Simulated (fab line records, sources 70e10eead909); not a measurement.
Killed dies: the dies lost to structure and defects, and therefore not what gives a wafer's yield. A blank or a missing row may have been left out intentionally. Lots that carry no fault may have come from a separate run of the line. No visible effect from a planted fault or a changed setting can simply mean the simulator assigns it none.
Matching of chambers || flow nand-harc || NHARC_A_CHANNEL_HOLE_D1_DESCUM_15 on rie-diel-06 has 4 sister chambers
The step chemistry O2, time 3 s. 20 wafers are shown with their chamber, then 10 later ones without.

WAFERS, EACH WITH ITS CHAMBER
{"wafer": "L074.3", "chamber": 2, "showerhead-plenum-p-Torr (Torr)": 1.87, "drypump-motor-current-A (A)": 5.9, "oes-product-au (a.u.)": 0.993}
{"wafer": "L074.4", "chamber": 1, "showerhead-plenum-p-Torr (Torr)": 1.87, "drypump-motor-current-A (A)": 6.1, "oes-product-au (a.u.)": 1.004}
{"wafer": "L074.5", "chamber": 0, "showerhead-plenum-p-Torr (Torr)": 1.90, "drypump-motor-current-A (A)": 5.4, "oes-product-au (a.u.)": 0.984}
{"wafer": "L076.1", "chamber": 2, "showerhead-plenum-p-Torr (Torr)": 1.87, "drypump-motor-current-A (A)": 5.9, "oes-product-au (a.u.)": 0.993}
{"wafer": "L076.2", "chamber": 1, "showerhead-plenum-p-Torr (Torr)": 1.87, "drypump-motor-current-A (A)": 6.1, "oes-product-au (a.u.)": 1.010}
{"wafer": "L076.5", "chamber": 2, "showerhead-plenum-p-Torr (Torr)": 1.87, "drypump-motor-current-A (A)": 6.0, "oes-product-au (a.u.)": 0.994}
{"wafer": "L078.2", "chamber": 0, "showerhead-plenum-p-Torr (Torr)": 1.90, "drypump-motor-current-A (A)": 5.4, "oes-product-au (a.u.)": 1.006}
{"wafer": "L078.5", "chamber": 3, "showerhead-plenum-p-Torr (Torr)": 1.81, "drypump-motor-current-A (A)": 5.5, "oes-product-au (a.u.)": 1.004}
{"wafer": "L078.6", "chamber": 0, "showerhead-plenum-p-Torr (Torr)": 1.90, "drypump-motor-current-A (A)": 5.5, "oes-product-au (a.u.)": 0.998}
{"wafer": "L081.2", "chamber": 1, "showerhead-plenum-p-Torr (Torr)": 1.87, "drypump-motor-current-A (A)": 6.1, "oes-product-au (a.u.)": 1.006}
{"wafer": "L081.3", "chamber": 0, "showerhead-plenum-p-Torr (Torr)": 1.90, "drypump-motor-current-A (A)": 5.5, "oes-product-au (a.u.)": 1.008}
{"wafer": "L081.4", "chamber": 3, "showerhead-plenum-p-Torr (Torr)": 1.81, "drypump-motor-current-A (A)": 5.5, "oes-product-au (a.u.)": 0.988}
{"wafer": "L088.1", "chamber": 2, "showerhead-plenum-p-Torr (Torr)": 1.87, "drypump-motor-current-A (A)": 5.9, "oes-product-au (a.u.)": 1.001}
{"wafer": "L088.3", "chamber": 3, "showerhead-plenum-p-Torr (Torr)": 1.81, "drypump-motor-current-A (A)": 5.5, "oes-product-au (a.u.)": 1.006}
{"wafer": "L088.6", "chamber": 1, "showerhead-plenum-p-Torr (Torr)": 1.87, "drypump-motor-current-A (A)": 6.1, "oes-product-au (a.u.)": 1.008}
{"wafer": "L087.2", "chamber": 0, "showerhead-plenum-p-Torr (Torr)": 1.90, "drypump-motor-current-A (A)": 5.5, "oes-product-au (a.u.)": 0.994}
{"wafer": "L087.3", "chamber": 1, "showerhead-plenum-p-Torr (Torr)": 1.87, "drypump-motor-current-A (A)": 6.1, "oes-product-au (a.u.)": 0.998}
{"wafer": "L087.5", "chamber": 3, "showerhead-plenum-p-Torr (Torr)": 1.80, "drypump-motor-current-A (A)": 5.4, "oes-product-au (a.u.)": 1.005}
{"wafer": "L089.2", "chamber": 0, "showerhead-plenum-p-Torr (Torr)": 1.89, "drypump-motor-current-A (A)": 5.5, "oes-product-au (a.u.)": 0.995}
{"wafer": "L089.3", "chamber": 2, "showerhead-plenum-p-Torr (Torr)": 1.87, "drypump-motor-current-A (A)": 5.9, "oes-product-au (a.u.)": 1.005}

SIGNATURES (averages over the wafers above)
{"reading": "showerhead-plenum-p-Torr", "chamber 0": 1.8983, "chamber 1": 1.8700, "chamber 2": 1.8700, "chamber 3": 1.8075, "scatter within a chamber": 0.00315}
{"reading": "drypump-motor-current-A", "chamber 0": 5.467, "chamber 1": 6.100, "chamber 2": 5.920, "chamber 3": 5.475, "scatter within a chamber": 0.0425}
{"reading": "oes-product-au", "chamber 0": 0.99750, "chamber 1": 1.00520, "chamber 2": 0.99720, "chamber 3": 1.00075, "scatter within a chamber": 0.00711}
Rule: a wafer lies at a distance from a chamber equal to the root of the sum of squares, over the readings, of (its reading less the chamber's mean, divided by the reading's scatter). The wafer belongs to the nearest chamber; if the next one is less than 2 further off, it can't be placed. The scatter is the square root of a quotient: the sum, over the shown wafers, of each reading's squared deviation from its chamber's mean, divided by wafers minus chambers.

WAFERS WITH NO CHAMBER GIVEN
{"wafer": "L089.4", "showerhead-plenum-p-Torr (Torr)": 1.86, "drypump-motor-current-A (A)": 6.1, "oes-product-au (a.u.)": 1.003}
{"wafer": "L093.3", "showerhead-plenum-p-Torr (Torr)": 1.87, "drypump-motor-current-A (A)": 6.0, "oes-product-au (a.u.)": 1.000}
{"wafer": "L093.4", "showerhead-plenum-p-Torr (Torr)": 1.86, "drypump-motor-current-A (A)": 6.1, "oes-product-au (a.u.)": 1.003}
{"wafer": "L093.6", "showerhead-plenum-p-Torr (Torr)": 1.80, "drypump-motor-current-A (A)": 5.4, "oes-product-au (a.u.)": 1.004}
{"wafer": "L095.1", "showerhead-plenum-p-Torr (Torr)": 1.89, "drypump-motor-current-A (A)": 5.5, "oes-product-au (a.u.)": 1.000}
{"wafer": "L095.4", "showerhead-plenum-p-Torr (Torr)": 1.80, "drypump-motor-current-A (A)": 5.5, "oes-product-au (a.u.)": 0.991}
{"wafer": "L095.5", "showerhead-plenum-p-Torr (Torr)": 1.86, "drypump-motor-current-A (A)": 6.1, "oes-product-au (a.u.)": 0.996}
{"wafer": "L097.2", "showerhead-plenum-p-Torr (Torr)": 1.86, "drypump-motor-current-A (A)": 6.1, "oes-product-au (a.u.)": 0.987}
{"wafer": "L097.3", "showerhead-plenum-p-Torr (Torr)": 1.87, "drypump-motor-current-A (A)": 5.9, "oes-product-au (a.u.)": 0.979}
{"wafer": "L097.5", "showerhead-plenum-p-Torr (Torr)": 1.87, "drypump-motor-current-A (A)": 5.9, "oes-product-au (a.u.)": 0.984}

CHAMBER TAKEN BY EACH
{"wafer": "L089.4", "from the rows above": 1, "in truth": 1}
{"wafer": "L093.3", "from the rows above": "can't be placed: 2 or 1", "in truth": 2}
{"wafer": "L093.4", "from the rows above": 1, "in truth": 1}
{"wafer": "L093.6", "from the rows above": 3, "in truth": 3}
{"wafer": "L095.1", "from the rows above": 0, "in truth": 0}
{"wafer": "L095.4", "from the rows above": 3, "in truth": 3}
{"wafer": "L095.5", "from the rows above": "can't be placed: 1 or 2", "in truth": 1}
{"wafer": "L097.2", "from the rows above": "can't be placed: 1 or 2", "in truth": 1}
{"wafer": "L097.3", "from the rows above": 2, "in truth": 2}
{"wafer": "L097.5", "from the rows above": 2, "in truth": 2}
7 of 10 placed correctly. From these rows, 3 cannot be placed; in 3 the true chamber is one of the candidates. Wrongly placed: 0.
